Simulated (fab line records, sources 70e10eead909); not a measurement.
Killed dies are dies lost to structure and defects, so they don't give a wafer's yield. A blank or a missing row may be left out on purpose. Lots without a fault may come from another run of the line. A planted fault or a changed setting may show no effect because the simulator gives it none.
fab line records | flow nand_harc
record lots=14 wafers=42 last_day=24
route steps=1159 shown A_STAIRCASE@710 THIN_TSV@1103 END@1159
lots that met no fault: from a run of the same line without faults
start_h: hours from the record's first day to the start of the lot's first wafer shown | wait_h: hours since the lot's step before | " the same as in the row above | L1.1+2: a row that stands for several wafers | - no value, or no start given | * or withheld: withheld | < > ~ a bound
route shown NAME@n: a module of which the file shows steps, and the number in the route of the first | usual: mean/standard deviation of fault-free wafers | same: alike in all rows | chamber/n: place in a boat | sites: the reading at each site | _std_site: their standard deviation | _edge_site: outer sites' mean less inner sites' | radius_mm: how far each site lies from the wafer's centre | mask NAME#n: copy n | behind: the tool/chamber that last shaped the wafer | hold: why the lot was held/for how many hours/how that ended | device: the transistor (n, p or np) that didn't switch | end of line: the same wafers' tests at the end of the route | a step without rows: its recipe alone | killed: dies lost to structure and defects at the first sort, not the wafer's yield | map: a wafer's dies, x killed, . not, _ none there
set.NAME: the setting as run; set.NAME@STEP: as run at that earlier step | model.NAME: the simulator's own value behind a step, which no gauge read
steps of the route over a sample of lots; a table a step, a row a wafer
services: from which hour (start_h, from the record's first day; less than 0 if before it) a tool's chamber was out of use, for how many hours, and why
## steps
# step NHARC_A_STAIRCASE_DEP_322
# recipe target_thk_a=38000 temp_c=400 target_thk_nm=3800 teos_flow_sccm=200 rf_w=500 material=SiO2
# usual heater_power_w=684/110 mfc_precursor_sccm=199.9/0.61
# columns lot.wafer tool chamber start_h wait_h heater_power_w mfc_precursor_sccm since_wet_clean_h
L784.1 pecvd-01 1 281.83 0.2 783 200.1 32
L784.3 " 2 " " 739 199.4 32
L784.4 " 2 " " 725 199.8 -
L783.1 pecvd-04 0 284.94 0.1 677 199.7 77
L783.5 " 1 " " 675 199.2 -
L783.6 " 2 " " 503 200.4 -
L785.2 pecvd-04 1 295.20 0.3 764 200.2 87
L785.5 " 2 " " 506 199.5 -
L785.4 " 0 " " 534 199.1 -
L787.3 pecvd-01 1 312.95 0.2 730 199.5 63
L787.4 " 0 " " 814 200.1 -
L787.6 " 1 " " 672 199.5 -
L789.2 pecvd-04 1 321.46 0.2 726 199.2 113
L789.6 " 1 " " 665 199.8 -
L789.5 " 2 " " 510 199.1 -
L791.3 pecvd-03 1 336.16 0.1 709 200.2 31
L791.1 " 0 " " 731 200.3 31
L791.5 " 0 " " 613 199.7 -
L790.3 pecvd-04 0 336.16 0.1 606 199.9 128
L790.4 " 0 " " 542 200.1 -
L790.5 " 2 " " 519 199.4 -
L792.2 pecvd-01 0 336.17 0.1 979 200.6 86
L792.3 " 1 " " 787 200.9 86
L792.6 " 2 " " 754 200.1 -
L794.3 pecvd-04 0 363.36 0.4 549 200.4 -
L794.6 " 0 " " 547 199.9 -
L794.5 " 1 " " 660 200.1 -
L800.2 pecvd-01 2 383.62 0.1 761 200.4 134
L800.4 " 2 " " 747 199.8 -
L800.6 " 1 " " 680 200.3 -
L799.2 pecvd-01 2 384.18 0.6 845 199.0 134
L799.4 " 0 " " 831 198.7 -
L799.6 " 1 " " 661 200.8 -
L804.3 pecvd-03 1 409.31 0.1 802 198.5 104
L804.2 " 0 " " 764 200.7 104
L804.6 " 0 " " 638 200.8 -
L805.2 pecvd-04 0 409.49 0.3 641 199.6 20
L805.6 " 1 " " 643 200.4 -
L805.5 " 0 " " 520 200.4 -
L806.3 pecvd-04 2 419.45 0.2 585 199.1 30
L806.5 " 1 " " 642 199.9 -
L806.4 " 0 " " 529 199.4 -
# step NHARC_THIN_TSV_THK_MEAS_02
# recipe thk_meas_gauge=ir
# usual thk_nm=3036/240
# columns lot.wafer tool chamber start_h wait_h thk_nm
L784.1 film_metro-02 - 430.99 - 3000
L784.3 " - " " 2696
L784.4 " - " " 3025
L783.1 film_metro-02 - 432.22 0.2 2990
L783.5 " - " " 2982
L783.6 " - " " 3070
L785.2 film_metro-01 - 433.41 0.3 3032
L785.4 " - " " 3080
L785.5 " - " " 3337
L787.3 film_metro-01 - 442.94 - 3077
L787.4 " - " " 3037
L787.6 " - " " 2561
L789.2 film_metro-02 - 465.77 - 3522
L789.5 " - " " 3499
L789.6 " - " " 3235
L792.2 film_metro-01 - 468.16 0.2 3214
L792.3 " - " " 2899
L792.6 " - " " 2781
L791.1 film_metro-01 - 470.09 - 3009
L791.3 " - " " 2791
L791.5 " - " " 2817
L790.3 film_metro-01 - 471.30 - 3189
L790.4 " - " " 3006
L790.5 " - " " 2912
L794.3 film_metro-02 - 493.64 0.2 2878
L794.5 " - " " 2836
L794.6 " - " " 2555
L800.6 film_metro-02 - 525.84 - 2977
L799.6 film_metro-01 - 530.14 - 2842
L805.2 film_metro-02 - 541.61 - 3059
L805.5 " - " " 3244
L805.6 " - " " 3039
L804.2 film_metro-02 - 553.96 - 3123
L804.3 " - " " 3030
L804.6 " - " " 3225
L806.3 film_metro-01 - 558.95 - 3359
L806.4 " - " " 3143
L806.5 " - " " 3044
# step NHARC_THIN_TSV_DEGAS_49
# recipe temp_c=300 time_s=120
# usual heater_power_w=470/59
# columns lot.wafer tool chamber start_h wait_h heater_power_w
L784.1 pvd_sputter-02 - 434.99 0.2 405
L784.4 " - " " 480
L784.3 " - " " 588
L783.1 pvd_sputter-03 - 436.07 0.1 529
L783.6 " - " " 532
L783.5 " - " " 416
L785.4 pvd_sputter-02 - 437.28 0.1 482
L785.2 " - " " 558
L785.5 " - " " 404
L787.4 pvd_sputter-01 - 446.91 0.1 441
L787.3 " - " " 406
L787.6 " - " " 482
L789.2 pvd_sputter-02 - 469.65 0.2 572
L789.6 " - " " 413
L789.5 " - " " 486
L792.3 pvd_sputter-01 - 472.11 0.1 410
L792.2 " - " " 413
L792.6 " - " " 418
L791.3 pvd_sputter-01 - 474.18 0.1 477
L791.1 " - " " 408
L791.5 " - " " 421
L790.3 pvd_sputter-01 - 475.44 0.1 415
L790.4 " - " " 442
L790.5 " - " " 415
L794.3 pvd_sputter-01 - 498.14 0.1 465
L794.6 " - " " 398
L794.5 " - " " 470
L800.6 pvd_sputter-01 - 530.00 0.1 417
L799.6 pvd_sputter-03 - 533.95 0.1 501
L805.2 pvd_sputter-02 - 546.53 0.2 403
L805.5 " - " " 480
L805.6 " - " " 570
L804.3 pvd_sputter-03 - 557.80 0.1 423
L804.2 " - " " 497
L804.6 " - " " 534
L806.3 pvd_sputter-01 - 562.95 0.1 413
L806.4 " - " " 468
L806.5 " - " " 477
# step NHARC_THIN_TSV_CD_MEAS_33
# recipe target_cd_nm=5000 landing_energy_ev=500
# usual cd_nm=5000.1/2.7
# columns lot.wafer tool chamber start_h wait_h cd_nm
L784.1 cd_sem-02 0 438.10 - 4998.6
L784.3 " 0 " " 4997.8
L784.4 " 0 " " 4997.6
L783.1 cd_sem-02 0 439.23 - 4998.9
L783.5 " 0 " " 5000.2
L783.6 " 0 " " 5002.7
L785.2 cd_sem-01 0 440.42 - 5004.6
L785.4 " 0 " " 4997.9
L785.5 " 0 " " 5003.1
L787.3 cd_sem-03 0 450.16 - 5001.9
L787.4 " 0 " " 5007.1
L787.6 " 0 " " 4999.6
L789.2 cd_sem-01 0 472.75 - 4998.0
L789.5 " 0 " " 5000.5
L789.6 " 0 " " 5001.7
L792.2 cd_sem-02 0 475.32 - 5004.6
L792.3 " 0 " " 5003.3
L792.6 " 0 " " 5002.2
L791.1 cd_sem-02 0 477.33 - 5001.2
L791.3 " 0 " " 4999.1
L791.5 " 0 " " 4999.2
L790.3 cd_sem-02 0 478.63 - 4998.7
L790.4 " 0 " " 4998.2
L790.5 " 0 " " 5002.5
L794.3 cd_sem-03 0 501.30 - 5004.1
L794.5 " 0 " " 5005.5
L794.6 " 0 " " 5003.1
L800.6 cd_sem-03 0 533.16 - 4997.0
L799.6 cd_sem-03 0 537.19 - 4997.0
L805.2 cd_sem-03 0 549.68 - 4996.1
L805.5 " 0 " " 4999.8
L805.6 " 0 " " 4998.9
L804.2 cd_sem-03 0 560.93 - 4996.5
L804.3 " 0 " " 5001.8
L804.6 " 0 " " 5000.4
L806.3 cd_sem-02 0 566.09 - 5001.0
L806.4 " 0 " " 4997.1
L806.5 " 0 " " 4998.5
# step NHARC_END_SORT_01
# recipe temp_c=25
# usual killed_at_array=31/11 killed_at_other=0.5/0.78 killed_at_periphery=3.0/2 killed_dies=34/12 killed_open=3.2/2 killed_short=1.9/1.6
# same gross_dies=677
# columns lot.wafer tool chamber start_h wait_h hold killed_at_array killed_at_other killed_at_periphery killed_dies killed_open killed_short
L787.3 prober-01 0 462.84 3.1 - 49 0 1 50 7 0
L787.4 prober-01 0 463.63 3.3 - 49 1 3 53 3 1
L787.6 prober-01 0 465.20 3.9 - 51 1 3 55 5 0
L789.2 prober-01 0 482.39 2.9 - 32 1 2 35 4 0
L789.5 prober-01 0 484.81 3.7 - 30 0 3 33 2 0
L789.6 prober-01 0 485.62 4.0 - 32 0 3 35 5 3
L794.3 prober-02 0 511.67 3.1 - 41 0 2 43 3 0
L794.5 prober-02 0 513.27 3.7 - 47 0 3 50 4 6
L794.6 prober-02 0 514.07 4.0 - 48 0 1 49 3 0
L800.2 prober-02 0 541.62 2.8 await_dispo/3.5h/release 663 0 3 666 2 0
L800.4 prober-02 0 543.20 3.4 await_dispo/3.5h/release 671 0 2 673 1 2
L800.6 prober-02 0 544.78 3.9 await_dispo/3.5h/release 29 0 3 32 3 0
L799.2 prober-02 0 557.20 2.8 await_dispo/4.0h/release 663 0 3 666 2 2
L799.4 prober-02 0 558.81 3.4 await_dispo/4.0h/release 664 1 0 665 1 1
L799.6 prober-02 0 560.43 4.0 await_dispo/4.0h/release 31 1 1 33 4 3
L805.2 prober-02 0 564.96 2.7 - 36 1 1 38 2 1
L805.5 prober-02 0 567.34 3.7 - 31 0 1 32 1 0
L805.6 prober-02 0 568.13 4.0 - 27 2 4 33 1 1
# killed by level:class
L787.3 A_CHANNEL_HOLE_D1:chamber_film_flake=21 A_CONTACT:chamber_film_flake=9 A_SLIT:chamber_film_flake=7 A_STAIRCASE:chamber_film_flake=5 A_CHANNEL_FILL_D1:geometric_particle:open=3 A_M0:geometric_particle:open=2 P_CONTACT:geometric_particle:open=1 A_CHANNEL_HOLE_D1:geometric_particle:open=1
L787.4 A_CHANNEL_HOLE_D1:chamber_film_flake=22 A_SLIT:chamber_film_flake=14 A_CONTACT:chamber_film_flake=5 A_STAIRCASE:chamber_film_flake=4 P_GATE:chamber_film_flake=2 A_CHANNEL_FILL_D1:geometric_particle:open=1 A_SGD_CUT:geometric_particle:open=1 A_SLIT:geometric_particle:short=1
L787.6 A_CHANNEL_HOLE_D1:chamber_film_flake=22 A_SLIT:chamber_film_flake=12 A_CONTACT:chamber_film_flake=9 A_STAIRCASE:chamber_film_flake=3 P_GATE:chamber_film_flake=2 P_CONTACT:geometric_particle:open=1 A_CHANNEL_HOLE_D1:geometric_particle:open=1 A_CHANNEL_FILL_D1:geometric_particle:open=1
L789.2 A_CHANNEL_HOLE_D1:chamber_film_flake=22 A_STAIRCASE:chamber_film_flake=4 A_SLIT:chamber_film_flake=2 A_BLC:chamber_film_flake=2 P_GATE:geometric_particle:open=1 P_M2:geometric_particle:open=1 A_ONON_D1:geometric_particle:open=1 A_M0:geometric_particle:open=1
L789.5 A_CHANNEL_HOLE_D1:chamber_film_flake=20 A_STAIRCASE:chamber_film_flake=4 A_CONTACT:chamber_film_flake=3 A_SLIT:chamber_film_flake=2 P_CONTACT:geometric_particle:open=1 A_M0:geometric_particle:open=1 P_ZERO_WELL:chamber_film_flake=1 P_GATE:chamber_film_flake=1
L789.6 A_CHANNEL_HOLE_D1:chamber_film_flake=14 A_STAIRCASE:chamber_film_flake=5 A_BLC:chamber_film_flake=3 A_CONTACT:chamber_film_flake=2 P_CONTACT:geometric_particle:open=1 A_SGD_CUT:geometric_particle:short=1 A_ONON_D1:geometric_particle:open=1 A_CHANNEL_FILL_D1:geometric_particle:short=1
L794.3 A_CHANNEL_HOLE_D1:chamber_film_flake=16 A_SLIT:chamber_film_flake=15 A_STAIRCASE:chamber_film_flake=5 A_CONTACT:chamber_film_flake=2 P_M0:geometric_particle:open=1 A_BLC:geometric_particle:open=1 A_M0:geometric_particle:open=1 P_ZERO_WELL:chamber_film_flake=1
L794.5 A_SLIT:chamber_film_flake=13 A_CHANNEL_HOLE_D1:chamber_film_flake=11 A_STAIRCASE:chamber_film_flake=11 P_M0:geometric_particle:open=2 A_CHANNEL_FILL_D1:geometric_particle:open=2 A_M0:geometric_particle:short=2 A_ZERO_WELL:chamber_film_flake=2 A_CONTACT:chamber_film_flake=2
L794.6 A_CHANNEL_HOLE_D1:chamber_film_flake=16 A_SLIT:chamber_film_flake=14 A_STAIRCASE:chamber_film_flake=12 A_CONTACT:chamber_film_flake=3 P_CONTACT:geometric_particle:open=1 A_CHANNEL_FILL_D1:geometric_particle:open=1 A_CONTACT:geometric_particle:open=1 A_CHANNEL_FILL_D1:chamber_film_flake=1
L800.2 A_STAIRCASE:area_dep=628 A_SLIT:chamber_film_flake=20 A_CHANNEL_HOLE_D1:chamber_film_flake=6 A_CONTACT:chamber_film_flake=6 P_GATE:geometric_particle:open=1 P_M2:geometric_particle:open=1 P_M1:chamber_film_flake=1 A_CHANNEL_FILL_D1:chamber_film_flake=1
L800.4 A_STAIRCASE:area_dep=638 A_SLIT:chamber_film_flake=16 A_CHANNEL_HOLE_D1:chamber_film_flake=7 A_CONTACT:chamber_film_flake=5 A_CHANNEL_FILL_D1:chamber_film_flake=2 P_CONTACT:geometric_particle:open=1 P_CONTACT:geometric_particle:short=1 A_CONTACT:geometric_particle:short=1
L800.6 A_SLIT:chamber_film_flake=16 A_CHANNEL_HOLE_D1:chamber_film_flake=5 A_CONTACT:chamber_film_flake=3 A_STAIRCASE:chamber_film_flake=2 P_CONTACT:geometric_particle:open=1 A_CHANNEL_FILL_D1:geometric_particle:open=1 A_CONTACT:geometric_particle:open=1 P_ZERO_WELL:chamber_film_flake=1
L799.2 A_STAIRCASE:area_dep=629 A_CHANNEL_HOLE_D1:chamber_film_flake=23 A_CONTACT:chamber_film_flake=6 A_ONON_D1:geometric_particle:short=2 P_CONTACT:geometric_particle:open=1 A_CHANNEL_FILL_D1:geometric_particle:open=1 P_GATE:chamber_film_flake=1 P_M1:chamber_film_flake=1
L799.4 A_STAIRCASE:area_dep=636 A_CHANNEL_HOLE_D1:chamber_film_flake=20 A_CONTACT:chamber_film_flake=5 A_ONON_D1:geometric_particle:short=1 A_M0:geometric_particle:open=1 A_CHANNEL_FILL_D1:chamber_film_flake=1 THIN_TSV:chamber_film_flake=1
L799.6 A_CHANNEL_HOLE_D1:chamber_film_flake=20 A_CONTACT:chamber_film_flake=3 A_M0:geometric_particle:open=2 A_ONON_D1:geometric_particle:open=1 A_ONON_D1:geometric_particle:short=1 A_CHANNEL_FILL_D1:geometric_particle:open=1 A_WL_FILL:geometric_particle:short=1 A_M1:geometric_particle:short=1
L805.2 A_SLIT:chamber_film_flake=18 A_CHANNEL_HOLE_D1:chamber_film_flake=8 A_ONON_D1:geometric_particle:open=2 A_CHANNEL_FILL_D1:chamber_film_flake=2 A_STAIRCASE:chamber_film_flake=2 A_WL_FILL:chamber_film_flake=2 A_WL_FILL:geometric_particle:short=1 P_STI:chamber_film_flake=1
L805.5 A_SLIT:chamber_film_flake=25 A_WL_FILL:chamber_film_flake=3 A_CHANNEL_HOLE_D1:chamber_film_flake=2 A_CONTACT:geometric_particle:open=1 P_M2:chamber_film_flake=1
L805.6 A_SLIT:chamber_film_flake=19 A_CHANNEL_HOLE_D1:chamber_film_flake=5 P_M2:chamber_film_flake=2 THIN_TSV:chamber_film_flake=2 P_M1:geometric_particle:open=1 A_CHANNEL_HOLE_D1:geometric_particle:short=1 P_STI:chamber_film_flake=1 A_CHANNEL_FILL_D1:chamber_film_flake=1
## services
# columns tool chamber start_h hours kind
pvd_sputter-03 - 260.50 3.4 repair
pvd_sputter-03 - 280.00 10.0 pm
pecvd-03 - 292.61 13.0 pm
pvd_sputter-01 - 297.65 3.5 repair
pvd_sputter-03 - 302.84 4.1 repair
pvd_sputter-01 - 336.00 10.0 pm
pecvd-04 2 358.48 14.3 repair
pecvd-04 - 376.33 13.0 pm
pecvd-04 0 376.33 13.0 vent_cycle
pecvd-04 1 376.33 13.0 vent_cycle
pvd_sputter-01 - 382.88 1.3 repair
pvd_sputter-02 - 392.01 10.0 pm
pvd_sputter-01 - 393.47 2.3 repair
pecvd-01 - 393.52 1.6 repair
pvd_sputter-02 - 402.48 1.8 repair
pecvd-01 - 418.06 13.0 pm
pvd_sputter-03 - 430.50 1.2 repair
pecvd-04 1 442.11 17.3 repair
pvd_sputter-03 - 458.00 10.0 pm
pecvd-03 - 473.61 13.0 pm
pecvd-04 1 490.45 14.1 repair
pvd_sputter-01 - 514.05 10.0 pm
pecvd-03 1 534.79 17.1 repair
pecvd-04 - 557.33 13.0 pm
## key
first_sign step=NHARC_END_SORT_01 reading=killed_at_array direction=up sigmas=57 usual=31 struck=665
effect step=NHARC_END_SORT_01 reading=killed_dies direction=up sigmas=55 usual=34 struck=668
more_kills_born_at NHARC_A_STAIRCASE_DEP_322@pecvd-01=2531
met_at NHARC_A_STAIRCASE_DEP_322
struck_lots L799,L800
struck_wafers L799.2,L799.4,L800.2,L800.4
later_rows_left_out L799.2,L799.4,L800.2,L800.4
tester_left_out L799,L800
not_acting_at NHARC_THIN_TSV_THK_MEAS_02,NHARC_THIN_TSV_DEGAS_49,NHARC_THIN_TSV_CD_MEAS_33
onset_between 336.17 383.62
fault kind=process_parameter_drift tool=pecvd-01 chamber=- onset_h=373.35 steps=NHARC_A_STAIRCASE_DEP_322 channel=target_thk_a offset=* shape=step end_h=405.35 scope=struck_wafers_only acts_in=* stated=*
# tester_left_out: of these lots the tester's yield and bins aren't shown, on N5 and GAA mostly nor the transistor test; their killed dies are dies lost to structure and defects alone, not to doping, threshold or leakage, so they don't give the yield
# later_rows_left_out: the simulator's readings of these wafers behind a module that went badly wrong aren't trusted and aren't shown, but for the sort
